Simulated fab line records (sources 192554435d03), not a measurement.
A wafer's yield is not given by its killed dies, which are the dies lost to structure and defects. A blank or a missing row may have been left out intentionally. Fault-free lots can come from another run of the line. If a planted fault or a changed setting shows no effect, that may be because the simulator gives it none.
fab line records + flow n5_finfet
[record]
- lots = 6
- wafers = 18
- last_day = 19
route steps=1938 shown BEOL_M2@915 BEOL_M3@931 BEOL_M4@1111 PASSIVATION@1936
lots that met no fault: taken from a fault-free run of the same line
start_h: start of the lot's first displayed wafer, in hours after the record's first day + wait_h: how many hours have passed since the lot's step before this one + " identical to the entry in the row above + L1.1+2: one row covering several wafers at once + - value missing, or start not given + * or withheld: withheld + < > ~ a bound
route shown NAME@n: names a module that has steps shown in the file, with the first one's number in the route + usual: average and standard deviation across the fault-free wafers + same: alike in all rows + chamber/n: place in a boat + sites: per-site readings + _std_site: standard deviation of those values + _edge_site: outer sites' mean less inner sites' + radius_mm: for every site, how far away it sits from the centre of the wafer + mask NAME#n: copy n + behind: tool/chamber where the wafer was last shaped + hold: what put the lot on hold/how long, in hours/how the hold closed + device: the n, p or np transistor that did not switch + end of line: tests run on the same wafers once the route is complete + step lacking rows: just its recipe + killed: at the first sort, the dies lost to defects and structure; wafer yield is something else + map: the dies of a wafer, with x for killed, . for not killed, _ for no die there
set.NAME: the setting the step ran with; set.NAME@STEP: the setting that earlier step ran with + model.NAME: the simulator's own value behind a step, which no gauge read
lots at selected steps of the route; one table per step, one row per wafer
services: the hour from which a tool's chamber was out of use, counted from the record's first day as start_h (under 0 if before that day), plus the number of hours and why
[[steps]]
[step N5_BEOL_M2_ANNEAL_91]
[recipe]
- temp_c = 400
- time_s = 240
- ambient = vacuum
[step N5_BEOL_M2_SPUTTER_92]
[recipe]
- material = Cu
- target_thk_a = 45
- temp_c = -20
- chamber_pressure_pa = 0.07
- power_w = withheld
- time_s = 8.29
[usual]
- throttle_valve_pct = 29.8/0.96
| lot.wafer | tool           | chamber | start_h | wait_h | throttle_valve_pct |
|-----------|----------------|---------|---------|--------|--------------------|
| L139.2    | pvd_sputter-01 | -       | 177.15  | 0.1    | 29.9               |
| L139.3    | "              | -       | "       | "      | 31.5               |
| L139.6    | "              | -       | "       | "      | 31.5               |
| L146.2    | pvd_sputter-03 | -       | 202.10  | 0.1    | 31.4               |
| L146.3    | "              | -       | "       | "      | 29.9               |
| L146.5    | "              | -       | "       | "      | 29.1               |
| L147.3    | pvd_sputter-02 | -       | 203.82  | 0.1    | 29.5               |
| L147.4    | "              | -       | "       | "      | 29.5               |
| L147.5    | "              | -       | "       | "      | 29.3               |
| L152.1    | pvd_sputter-03 | -       | 257.50  | 0.1    | 29.8               |
| L152.2    | "              | -       | "       | "      | 29.2               |
| L152.4    | "              | -       | "       | "      | 29.9               |
| L159.4    | pvd_sputter-01 | -       | 285.62  | 0.1    | 28.7               |
| L159.5    | "              | -       | "       | "      | 28.6               |
| L159.6    | "              | -       | "       | "      | 31.5               |
| L160.3    | pvd_sputter-03 | -       | 285.71  | 0.1    | 30.1               |
| L160.5    | "              | -       | "       | "      | 31.4               |
| L160.6    | "              | -       | "       | "      | 30.2               |
[step N5_BEOL_M2_ANNEAL_93]
[recipe]
- temp_c = 400
- time_s = 240
- ambient = vacuum
[usual]
- heater_power_w = 840/120
| lot.wafer | tool           | chamber | start_h | wait_h | heater_power_w |
|-----------|----------------|---------|---------|--------|----------------|
| L139.2    | pvd_sputter-01 | -       | 177.23  | 0.0    | 808            |
| L139.3    | "              | -       | "       | "      | 880            |
| L139.6    | "              | -       | "       | "      | 895            |
| L146.2    | pvd_sputter-03 | -       | 202.18  | 0.0    | 795            |
| L146.3    | "              | -       | "       | "      | 841            |
| L146.5    | "              | -       | "       | "      | 1061           |
| L147.3    | pvd_sputter-02 | -       | 203.90  | 0.0    | 737            |
| L147.4    | "              | -       | "       | "      | 894            |
| L147.5    | "              | -       | "       | "      | 753            |
| L152.1    | pvd_sputter-03 | -       | 257.58  | 0.0    | 829            |
| L152.2    | "              | -       | "       | "      | 1045           |
| L152.4    | "              | -       | "       | "      | 700            |
| L159.4    | pvd_sputter-01 | -       | 285.70  | 0.0    | 710            |
| L159.5    | "              | -       | "       | "      | 732            |
| L159.6    | "              | -       | "       | "      | 901            |
| L160.3    | pvd_sputter-03 | -       | 285.79  | 0.0    | 708            |
| L160.5    | "              | -       | "       | "      | 805            |
| L160.6    | "              | -       | "       | "      | 831            |
[step N5_BEOL_M2_SPUTTER_94]
[recipe]
- material = Cu
- target_thk_a = 45
- temp_c = -20
- chamber_pressure_pa = 0.07
- power_w = withheld
- time_s = 8.29
[usual]
- throttle_valve_pct = 29.8/0.96
| lot.wafer | tool           | chamber | start_h | wait_h | throttle_valve_pct |
|-----------|----------------|---------|---------|--------|--------------------|
| L139.2    | pvd_sputter-01 | -       | 177.37  | 0.1    | 30.0               |
| L139.3    | "              | -       | "       | "      | 31.4               |
| L139.6    | "              | -       | "       | "      | 31.5               |
| L146.2    | pvd_sputter-03 | -       | 202.32  | 0.1    | 31.3               |
| L146.3    | "              | -       | "       | "      | 30.1               |
| L146.5    | "              | -       | "       | "      | 29.4               |
| L147.3    | pvd_sputter-02 | -       | 204.04  | 0.1    | 29.1               |
| L147.4    | "              | -       | "       | "      | 29.3               |
| L147.5    | "              | -       | "       | "      | 29.3               |
| L152.1    | pvd_sputter-03 | -       | 257.72  | 0.1    | 29.9               |
| L152.2    | "              | -       | "       | "      | 29.2               |
| L152.4    | "              | -       | "       | "      | 30.0               |
| L159.4    | pvd_sputter-01 | -       | 285.84  | 0.1    | 28.9               |
| L159.5    | "              | -       | "       | "      | 28.5               |
| L159.6    | "              | -       | "       | "      | 31.4               |
| L160.3    | pvd_sputter-03 | -       | 285.93  | 0.1    | 29.9               |
| L160.5    | "              | -       | "       | "      | 31.4               |
| L160.6    | "              | -       | "       | "      | 30.1               |
[step N5_BEOL_M2_ANNEAL_95]
[recipe]
- temp_c = 400
- time_s = 240
- ambient = vacuum
[step N5_BEOL_M2_SPUTTER_96]
[recipe]
- material = Cu
- target_thk_a = 45
- temp_c = -20
- chamber_pressure_pa = 0.07
- power_w = withheld
- time_s = 8.29
[usual]
- throttle_valve_pct = 29.8/0.95
| lot.wafer | tool           | chamber | start_h | wait_h | throttle_valve_pct |
|-----------|----------------|---------|---------|--------|--------------------|
| L139.2    | pvd_sputter-01 | -       | 177.59  | 0.1    | 29.9               |
| L139.3    | "              | -       | "       | "      | 31.3               |
| L139.6    | "              | -       | "       | "      | 31.5               |
| L146.2    | pvd_sputter-03 | -       | 202.54  | 0.1    | 31.2               |
| L146.3    | "              | -       | "       | "      | 30.1               |
| L146.5    | "              | -       | "       | "      | 29.5               |
| L147.3    | pvd_sputter-02 | -       | 204.26  | 0.1    | 29.4               |
| L147.4    | "              | -       | "       | "      | 29.6               |
| L147.5    | "              | -       | "       | "      | 29.4               |
| L152.1    | pvd_sputter-03 | -       | 257.94  | 0.1    | 30.0               |
| L152.2    | "              | -       | "       | "      | 29.1               |
| L152.4    | "              | -       | "       | "      | 29.9               |
| L159.4    | pvd_sputter-01 | -       | 286.06  | 0.1    | 29.0               |
| L159.5    | "              | -       | "       | "      | 28.6               |
| L159.6    | "              | -       | "       | "      | 31.2               |
| L160.3    | pvd_sputter-03 | -       | 286.15  | 0.1    | 30.0               |
| L160.5    | "              | -       | "       | "      | 31.2               |
| L160.6    | "              | -       | "       | "      | 30.0               |
[step N5_BEOL_M2_ECD_50]
[recipe]
- material = Cu
- target_thk_a = 3000
[step N5_BEOL_M2_ANNEAL_51]
[recipe]
- temp_c = 225
- time_s = 90
- ambient = N2
[step N5_BEOL_M2_CMP_52]
[recipe]
- stop_on = SiOC
- t_overpolish_s = 6.8
- down_force_psi = 1
- platen_rpm = 50
- clearing_platen_down_force_psi = 1.5
- clearing_platen_rpm = 50
- post_cmp_clean = cu_alkaline
- target_thk_nm = 40
- clearing_platen_pad_velocity_m_s = 0.99484
- pad_velocity_m_s = 0.99484
[usual]
- barrier_field_endpoint_s = 24.6/0.57
- motor_current_A = 6.3/0.75
- overpolish_run_s = 6.800/0.0098
- retaining_ring_pressure_frac = 1.000/0.0046
- time_to_endpoint_s = 62.3/2.7
| lot.wafer | tool   | chamber | start_h | wait_h | barrier_field_endpoint_s | motor_current_A | overpolish_run_s | retaining_ring_pressure_frac | time_to_endpoint_s |
|-----------|--------|---------|---------|--------|--------------------------|-----------------|------------------|------------------------------|--------------------|
| L139.3    | cmp-02 | 0       | 178.15  | 0.2    | 24.8                     | 7.2             | 6.825            | 1.004                        | 65.4               |
| L139.2    | "      | 3       | "       | "      | 24.2                     | 7.1             | 6.785            | 1.000                        | 63.2               |
| L139.6    | "      | 1       | "       | "      | 24.0                     | 6.2             | 6.781            | 1.004                        | 62.9               |
| L146.2    | cmp-04 | 2       | 203.12  | 0.3    | 25.0                     | 5.9             | 6.803            | 0.991                        | 62.9               |
| L146.3    | "      | 3       | "       | "      | 24.7                     | 7.0             | 6.827            | 0.991                        | 64.5               |
| L146.5    | "      | 0       | "       | "      | 25.3                     | 6.1             | 6.789            | 0.999                        | 62.4               |
| L147.4    | cmp-01 | 3       | 204.79  | 0.2    | 24.0                     | 5.7             | 6.795            | 0.999                        | 65.3               |
| L147.3    | "      | 1       | "       | "      | 24.0                     | 5.2             | 6.798            | 1.002                        | 61.2               |
| L147.5    | "      | 3       | "       | "      | 23.9                     | 5.6             | 6.799            | 0.998                        | 61.1               |
| L152.4    | cmp-02 | 1       | 258.43  | 0.1    | 24.8                     | 6.2             | 6.788            | 0.997                        | 66.7               |
| L152.2    | "      | 3       | "       | "      | 25.1                     | 6.9             | 6.802            | 1.008                        | 63.5               |
| L152.1    | "      | 0       | "       | "      | 24.5                     | 7.1             | 6.824            | 0.997                        | 66.1               |
| L159.4    | cmp-01 | 3       | 286.66  | 0.2    | 25.4                     | 5.5             | 6.799            | 0.997                        | 61.6               |
| L159.6    | "      | 0       | "       | "      | 25.0                     | 6.9             | 6.792            | 1.008                        | 58.2               |
| L159.5    | "      | 1       | "       | "      | 24.7                     | 5.1             | 6.807            | 0.992                        | 58.4               |
| L160.3    | cmp-02 | 2       | 286.77  | 0.3    | 25.2                     | 6.6             | 6.811            | 1.001                        | 65.9               |
| L160.6    | "      | 3       | "       | "      | 25.6                     | 6.5             | 6.816            | 0.998                        | 62.6               |
| L160.5    | "      | 0       | "       | "      | 25.1                     | 7.3             | 6.817            | 0.992                        | 65.7               |
[step N5_BEOL_M2_THK_MEAS_53]
[recipe]
- thk_meas_gauge = xrf
- reads = Cu_of_BEOL_M2_ECD_50
[usual]
- M2_THK = 39.6/1.7
| lot.wafer | tool          | chamber | start_h | wait_h | M2_THK[nm] |
|-----------|---------------|---------|---------|--------|------------|
| L139.2    | film_metro-02 | -       | 178.44  | -      | 37.9       |
| L139.3    | "             | -       | "       | "      | 38.5       |
| L139.6    | "             | -       | "       | "      | 38.7       |
| L146.2    | film_metro-02 | -       | 203.34  | -      | 39.2       |
| L146.3    | "             | -       | "       | "      | 39.0       |
| L146.5    | "             | -       | "       | "      | 41.8       |
| L147.3    | film_metro-01 | -       | 205.05  | -      | 37.9       |
| L147.4    | "             | -       | "       | "      | 39.2       |
| L147.5    | "             | -       | "       | "      | 39.3       |
| L152.1    | film_metro-01 | -       | 258.72  | -      | 43.0       |
| L152.2    | "             | -       | "       | "      | 39.1       |
| L152.4    | "             | -       | "       | "      | 41.9       |
| L159.4    | film_metro-02 | -       | 286.85  | -      | 41.1       |
| L159.5    | "             | -       | "       | "      | 38.0       |
| L159.6    | "             | -       | "       | "      | 36.9       |
| L160.3    | film_metro-01 | -       | 286.95  | -      | 40.0       |
| L160.5    | "             | -       | "       | "      | 41.2       |
| L160.6    | "             | -       | "       | "      | 41.4       |
[step N5_BEOL_M2_PRE_CLEAN_60]
[recipe]
- gas = NH3/H2
- time_s = 15
- temp_c = *
- rf_power_w = 300
[step N5_BEOL_M2_CO_CAP_55]
[recipe]
- material = Co
- target_thk_a = 20
- temp_c = 200
- precursor = CCTBA/H2
- pressure_torr = 30
- time_s = 102.1
[step N5_BEOL_M2_PRE_CLEAN_56]
[recipe]
- gas = NH3
- time_s = 15
- temp_c = withheld
- rf_power_w = 300
| lot.wafer  | tool     | chamber | start_h | wait_h |
|------------|----------|---------|---------|--------|
| L139.2+3+6 | pecvd-04 | 1,0,0   | 178.61  | 0.1    |
| L146.2+3+5 | pecvd-04 | 0,1,1   | 203.51  | 0.1    |
| L147.3+4+5 | pecvd-04 | 2,1,0   | 205.21  | 0.1    |
| L152.1+2+4 | pecvd-01 | 2,1,2   | 258.89  | 0.1    |
| L159.4+5+6 | pecvd-02 | 1,2,0   | 287.03  | 0.0    |
| L160.3+5+6 | pecvd-01 | 1,0,1   | 287.13  | 0.1    |
[step N5_BEOL_M2_DEP_57]
[recipe]
- material = SiCN
- target_thk_a = 80
- temp_c = withheld
- precursor = 3MS/NH3
- pressure_torr = 3
- rf_w = 202
- time_s = 14
[step N5_BEOL_M2_RS_MEAS_58]
[recipe]
- thk_meas_gauge = four-point-probe
- reads = Co_of_BEOL_M2_CO_CAP_55+Cu_of_BEOL_M2_ECD_50+Co_of_BEOL_M2_CVD_47+TaN_of_BEOL_M2_ALD_84
[usual]
- M2_RS = 0.67/0.036
| lot.wafer | tool          | chamber | start_h | wait_h | M2_RS[ohm/sq] |
|-----------|---------------|---------|---------|--------|---------------|
| L139.2    | film_metro-01 | -       | 178.73  | 0.1    | 0.71          |
| L139.3    | "             | -       | "       | "      | 0.70          |
| L139.6    | "             | -       | "       | "      | 0.69          |
| L146.2    | film_metro-02 | -       | 203.60  | 0.1    | 0.69          |
| L146.3    | "             | -       | "       | "      | 0.69          |
| L146.5    | "             | -       | "       | "      | 0.63          |
| L147.3    | film_metro-02 | -       | 205.31  | 0.1    | 0.71          |
| L147.4    | "             | -       | "       | "      | 0.68          |
| L147.5    | "             | -       | "       | "      | 0.68          |
| L152.1    | film_metro-02 | -       | 258.99  | 0.1    | 0.60          |
| L152.2    | "             | -       | "       | "      | 0.68          |
| L152.4    | "             | -       | "       | "      | 0.62          |
| L159.4    | film_metro-01 | -       | 287.11  | 0.0    | 0.64          |
| L159.5    | "             | -       | "       | "      | 0.70          |
| L159.6    | "             | -       | "       | "      | 0.74          |
| L160.3    | film_metro-01 | -       | 287.25  | 0.1    | 0.65          |
| L160.5    | "             | -       | "       | "      | 0.63          |
| L160.6    | "             | -       | "       | "      | 0.63          |
[step N5_BEOL_M2_INSPECT_59]
[recipe]
- inspect_instrument = darkfield
- mode = post_dep
[usual]
- raw_defect_count = 76/30
| lot.wafer | tool              | chamber | start_h | wait_h | raw_defect_count |
|-----------|-------------------|---------|---------|--------|------------------|
| L139.2    | defect_inspect-02 | -       | 178.76  | 0.0    | 52               |
| L139.3    | "                 | -       | "       | "      | 60               |
| L139.6    | "                 | -       | "       | "      | 89               |
| L146.2    | defect_inspect-01 | -       | 203.62  | 0.0    | 294              |
| L146.3    | "                 | -       | "       | "      | 290              |
| L146.5    | "                 | -       | "       | "      | 274              |
| L147.3    | defect_inspect-01 | -       | 205.33  | 0.0    | 289              |
| L147.4    | "                 | -       | "       | "      | 298              |
| L147.5    | "                 | -       | "       | "      | 294              |
| L152.1    | defect_inspect-01 | -       | 259.01  | 0.0    | 56               |
| L152.2    | "                 | -       | "       | "      | 82               |
| L152.4    | "                 | -       | "       | "      | 103              |
| L159.4    | defect_inspect-02 | -       | 287.13  | 0.0    | 144              |
| L159.5    | "                 | -       | "       | "      | 88               |
| L159.6    | "                 | -       | "       | "      | 76               |
| L160.3    | defect_inspect-01 | -       | 287.27  | 0.0    | 101              |
| L160.5    | "                 | -       | "       | "      | 89               |
| L160.6    | "                 | -       | "       | "      | 101              |
[step N5_BEOL_M3_ILD_DEP_00]
[recipe]
- material = SiOC
- target_thk_a = 790
- temp_c = 350
- precursor = DEMS/O2
- pressure_torr = 5
- rf_w = 500
- time_s = 15.3
[step N5_BEOL_M4_RC_MEAS_101]
[usual]
- DIBL_N = 36.3/1.6
- DIBL_P = 36.4/2.1
- IOFF_N = 0.16/0.032
- IOFF_P = 0.22/0.044
- ION_N = 675/12
- ION_P = 463/8.3
- SS_N = 71.6/0.64
- SS_P = 73.3/0.67
- VT_N = 250/3.3
- VT_P = -250/3.7
| lot.wafer | tool      | chamber | start_h | wait_h | DIBL_N[mV/V] | DIBL_P[mV/V] | IOFF_N[nA/um] | IOFF_P[nA/um] | ION_N[uA/um] | ION_P[uA/um] | SS_N[mV/dec] | SS_P[mV/dec] | VT_N[mV] | VT_P[mV] |
|-----------|-----------|---------|---------|--------|--------------|--------------|---------------|---------------|--------------|--------------|--------------|--------------|----------|----------|
| L139.2    | prober-01 | 0       | 227.55  | 0.2    | 36.0         | 36.3         | 0.17          | 0.22          | 677          | 463          | 72.1         | 73.3         | 249      | -250     |
| L139.3    | "         | 0       | "       | "      | 34.7         | 34.8         | 0.14          | 0.20          | 658          | 457          | 70.6         | 73.0         | 251      | -252     |
| L139.6    | "         | 0       | "       | "      | 37.1         | 37.8         | 0.19          | 0.25          | 683          | 473          | 72.3         | 73.5         | 248      | -247     |
| L146.2    | prober-01 | 0       | 254.86  | 0.2    | 37.6         | 37.0         | 0.17          | 0.28          | 682          | 475          | 72.1         | 72.7         | 250      | -244     |
| L146.3    | "         | 0       | "       | "      | 40.7         | 41.1         | 0.23          | 0.41          | 683          | 480          | 73.0         | 75.3         | 246      | -240     |
| L146.5    | "         | 0       | "       | "      | 37.5         | 37.5         | 0.17          | 0.29          | 677          | 472          | 72.6         | 73.3         | 248      | -242     |
| L147.3    | prober-02 | 0       | 257.31  | 0.3    | 34.0         | 34.5         | 0.13          | 0.16          | 660          | 454          | 70.5         | 73.1         | 253      | -255     |
| L147.4    | "         | 0       | "       | "      | 38.1         | 38.6         | 0.21          | 0.22          | 677          | 456          | 71.4         | 73.3         | 247      | -252     |
| L147.5    | "         | 0       | "       | "      | 35.2         | 34.8         | 0.14          | 0.17          | 674          | 455          | 70.7         | 73.0         | 253      | -255     |
| L152.1    | prober-02 | 0       | 300.26  | 0.0    | 35.5         | 35.0         | 0.14          | 0.19          | 671          | 459          | 71.4         | 72.9         | 250      | -247     |
| L152.2    | "         | 0       | "       | "      | 38.9         | 39.4         | 0.20          | 0.25          | 672          | 458          | 72.8         | 73.9         | 248      | -247     |
| L152.4    | "         | 0       | "       | "      | 37.8         | 37.6         | 0.18          | 0.23          | 685          | 468          | 72.6         | 73.3         | 249      | -248     |
| L159.4    | prober-02 | 0       | 351.32  | 0.5    | 38.6         | 37.5         | 0.16          | 0.21          | 666          | 452          | 72.7         | 73.7         | 254      | -253     |
| L159.5    | "         | 0       | "       | "      | 37.3         | 37.4         | 0.15          | 0.22          | 668          | 458          | 71.8         | 73.0         | 251      | -251     |
| L159.6    | "         | 0       | "       | "      | 36.7         | 34.2         | 0.13          | 0.17          | 665          | 452          | 71.3         | 72.2         | 257      | -254     |
| L160.3    | prober-02 | 0       | 354.79  | 0.3    | 38.2         | 40.3         | 0.19          | 0.23          | 686          | 464          | 72.5         | 74.5         | 246      | -249     |
| L160.5    | "         | 0       | "       | "      | 33.0         | 33.1         | 0.10          | 0.13          | 661          | 447          | 71.4         | 71.3         | 259      | -259     |
| L160.6    | "         | 0       | "       | "      | 36.2         | 37.2         | 0.14          | 0.18          | 674          | 456          | 71.7         | 73.7         | 252      | -254     |
[step N5_PASSIVATION_PROBE_49]
[usual]
- defect_limited_yield = 91.4/1.2
- killed_at_M0_to_M3 = 35/11
- killed_at_M4_up = 14/6
- killed_at_contacts = 12/6.7
- killed_at_front_end = 37/9.7
- killed_at_other = 3.5/2.5
- killed_dies = 102/15
- killed_open = 67/12
- killed_short = 33/7.3
- sort_bin_5_function = 5.1/0.81
- sort_bin_6_memory = 3.2/0.65
- sort_n_pass = 1078/15
- sort_yield_pct = 91.4/1.2
[same]
- gross_dies = 1180
- killed_at_back_side = 0
- sort_bin_4_leakage[%] = 0
- sort_bin_8_speed[%] = 0
| lot.wafer | tool      | chamber | start_h | wait_h | defect_limited_yield[%] | killed_at_M0_to_M3 | killed_at_M4_up | killed_at_contacts | killed_at_front_end | killed_at_other | killed_dies | killed_open | killed_short | sort_bin_5_function[%] | sort_bin_6_memory[%] | sort_n_pass | sort_yield_pct[%] |
|-----------|-----------|---------|---------|--------|-------------------------|--------------------|-----------------|--------------------|---------------------|-----------------|-------------|-------------|--------------|------------------------|----------------------|-------------|-------------------|
| L147.3    | prober-02 | -       | 360.64  | 0.1    | 82.8                    | 136                | 22              | 12                 | 31                  | 2               | 203         | 72          | 38           | 11.1                   | 4.7                  | 977         | 82.8              |
| L147.4    | prober-02 | -       | 360.69  | 0.2    | 85.9                    | 119                | 10              | 17                 | 19                  | 1               | 166         | 52          | 28           | 8.4                    | 4.0                  | 1014        | 85.9              |
| L147.5    | prober-02 | -       | 360.74  | 0.2    | 90.2                    | 61                 | 13              | 13                 | 28                  | 1               | 116         | 49          | 26           | 6.1                    | 2.8                  | 1064        | 90.2              |
| L146.2    | prober-01 | -       | 372.82  | 0.1    | 89.7                    | 68                 | 9               | 14                 | 27                  | 4               | 122         | 53          | 30           | 7.5                    | 2.2                  | 1058        | 89.7              |
| L146.3    | prober-01 | -       | 372.87  | 0.1    | 83.6                    | 132                | 10              | 10                 | 41                  | 0               | 193         | 65          | 30           | 10.8                   | 4.3                  | 987         | 83.6              |
| L146.5    | prober-01 | -       | 372.97  | 0.2    | 83.1                    | 149                | 9               | 8                  | 32                  | 2               | 200         | 70          | 34           | 11.7                   | 4.0                  | 980         | 83.1              |
// killed by level:class
L147.3 BEOL_M2:unspecified=92 BEOL_M2:geometric_particle:open=15 MOL_CONTACT_COAG:geometric_particle:open=10 BEOL_M4:geometric_particle:open=10 FIN_SAQP:geometric_particle:short=7 GATE_CUT:geometric_particle:short=7 BEOL_M1:geometric_particle:open=7 BEOL_M3:geometric_particle:open=5
L147.4 BEOL_M2:unspecified=86 MOL_CONTACT_COAG:geometric_particle:open=14 BEOL_M2:geometric_particle:open=7 BEOL_M2:geometric_particle:short=6 BEOL_M3:geometric_particle:open=6 BEOL_M0_SAQP:geometric_particle:open=5 BEOL_M4:geometric_particle:open=4 STARTING-WAFER:geometric_particle:open=4
L147.5 BEOL_M2:unspecified=40 MOL_CONTACT_COAG:geometric_particle:open=12 BEOL_M4:geometric_particle:open=8 FIN_SAQP:geometric_particle:short=7 BEOL_M2:geometric_particle:open=5 FIN_SAQP:geometric_particle:open=4 BEOL_M0:geometric_particle:short=4 STARTING-WAFER:geometric_particle:short=4
L146.2 BEOL_M2:unspecified=39 MOL_CONTACT_COAG:geometric_particle:open=12 FIN_SAQP:geometric_particle:short=10 BEOL_M0_SAQP:geometric_particle:open=10 STI_FIN_REVEAL:geometric_particle:open=8 BEOL_M0_SAQP:geometric_particle:short=8 BEOL_M2:geometric_particle:open=5 BEOL_M4:geometric_particle:open=4
L146.3 BEOL_M2:unspecified=96 BEOL_M0_SAQP:geometric_particle:open=13 STI_FIN_REVEAL:geometric_particle:open=11 FIN_SAQP:geometric_particle:open=10 MOL_CONTACT_COAG:geometric_particle:open=8 BEOL_M0_SAQP:geometric_particle:short=8 FIN_SAQP:geometric_particle:short=5 BEOL_M1:geometric_particle:open=5
L146.5 BEOL_M2:unspecified=96 STI_FIN_REVEAL:geometric_particle:open=14 BEOL_M0_SAQP:geometric_particle:short=14 BEOL_M2:geometric_particle:open=10 MOL_CONTACT_COAG:geometric_particle:open=8 BEOL_M0_SAQP:geometric_particle:open=7 FIN_SAQP:geometric_particle:short=6 BEOL_M3:geometric_particle:short=6
// map L146.5 (x killed, . not)
_________________............________________
______________..........x...x..._____________
___________................x.......__________
__________....x...x........x......x._________
________.............x..x............._______
_______.x................x.xx.x........______
______.......x....xx.........x..x......._____
_____..................x............x..x.____
____....x........x.x.....x.............x..___
___.................x.....x...x....x.......__
___...............x..x............x........__
__...........x...x..............xx..x......._
__.......x...x.............................._
_..x.......x................x................
_..................x....x....x...xx..........
_.x.......................x....x.x........x..
_...........x..x.........x.....xx.......xx...
_x........................x..................
_...............................xxx.x........
_................x...........x............x..
_..x.x..x........x....x.....x.x....x.........
__..........x..........x..xxxx.x............_
__......x..........xxxx.xxxxxxxx............_
___.....x............x.x.xxxxxx.xx.....x...__
___.............xx.....xxxxxxxxxxx..x......__
____..x............x..xxxxxxxxxx..x.xx...x___
_____...x..............xxxxxxxxxxxx.x....____
______.xxx.............xxxxxxxxxxx......_____
_______.............xx.xxxxxxxxxxx.....______
________...............xx.xxx.xxxx...._______
__________........x......x..x.xxx..._________
___________........x...............__________
______________.....x..........x._____________
_________________.......x....________________
// map L147.3 (x killed, . not)
_________________..x.........________________
______________..x.......x...x..x_____________
___________........................__________
__________.x........................_________
________x......x.........x...........x_______
_______x...........x...x...............______
______............x.......x..x.x...x...._____
_____..x........x............x...x.......____
____..................xx.............x....___
___..................x......x..x..........x__
___.x.x.........xxxx..................xx...__
__.....x......x............x...............x_
__.x...........x....x...............xx......_
_.................x......x.x.......xx..x...x.
_..x........................x.....x..........
_......x................x...x................
_....x........x.x...........x..x...x.....x...
_...x.........x........x....x...............x
_..x..................x...................xx.
_.x.x..........x..xxxx.x........xx..x.....xx.
_........x....xxxxxxxxxxxx...................
__........x..xxxxxxxxxx.xx.x................_
__.......xx....xxxxxxxxx.x.................._
___...........xxxxxxxxxxxxxx...x...........__
___..........x..xxxxxxxxx...x.....x........__
____.....x...xxxxxxxxxxxx.................___
_____xx.........xxxxx...x.............x..____
______.xx.x.x...xx.x..x..x.............x_____
_______.....x....x.x.x.x...............______
________............xx.x.............._______
__________...x...x...x..x.x.x......._________
___________.........x..x...........__________
______________...............x.._____________
_________________............________________
[[services]]
| tool     | chamber | start_h | hours | kind                           |
|----------|---------|---------|-------|--------------------------------|
| cmp-04   | -       | 154.34  | -     | consumable_replace:conditioner |
| cmp-04   | -       | 154.34  | -     | consumable_replace:pad         |
| cmp-02   | -       | 156.79  | -     | consumable_replace:conditioner |
| cmp-02   | -       | 156.79  | -     | consumable_replace:pad         |
| cmp-04   | -       | 161.70  | 6.2   | pm                             |
| pecvd-04 | 2       | 167.48  | -     | clean                          |
| pecvd-04 | 2       | 167.48  | -     | consumable_replace:showerhead  |
| pecvd-04 | 2       | 167.48  | 29.0  | scheduled_down                 |
| pecvd-04 | 2       | 167.48  | 29.0  | vent_cycle                     |
| cmp-04   | -       | 173.15  | 0.2   | repair                         |
| pecvd-01 | 2       | 202.38  | -     | clean                          |
| pecvd-01 | 2       | 202.38  | -     | consumable_replace:showerhead  |
| pecvd-01 | 2       | 202.38  | 29.0  | scheduled_down                 |
| pecvd-01 | 2       | 202.38  | 29.0  | vent_cycle                     |
| pecvd-01 | -       | 236.93  | 14.6  | pm                             |
| cmp-01   | -       | 237.84  | 3.0   | repair                         |
| pecvd-04 | 2       | 238.07  | 2.1   | scheduled_down                 |
| pecvd-02 | 0       | 241.45  | 3.9   | repair                         |
| cmp-01   | -       | 249.49  | 1.0   | repair                         |
| pecvd-01 | -       | 266.95  | 2.8   | pm                             |
| pecvd-01 | 1       | 278.52  | 4.2   | repair                         |
| pecvd-01 | 2       | 284.94  | 19.7  | repair                         |
[[key]]
[first_sign]
- step = N5_BEOL_M2_INSPECT_59
- reading = raw_defect_count
- direction = up
- sigmas = 7.2
- usual = 76
- struck = 290
[effect]
- step = N5_PASSIVATION_PROBE_49
- reading = killed_at_M0_to_M3
- direction = up
- sigmas = 7
- usual = 35
- struck = 111
[more_kills_born_at]
- N5_BEOL_M2_PRE_CLEAN_56@pecvd-04 = 449
met_at N5_BEOL_M2_PRE_CLEAN_56
struck_wafers L146.2,L146.3,L146.5,L147.3,L147.4,L147.5
onset_between 178.61 203.51
[fault]
- kind = chamber_particle_source
- tool = pecvd-04
- chamber = -
- onset_h = 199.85
- steps = N5_BEOL_M2_PRE_CLEAN_56
- rate_per_visit_cm2 = 0.37643
- end_h = 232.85
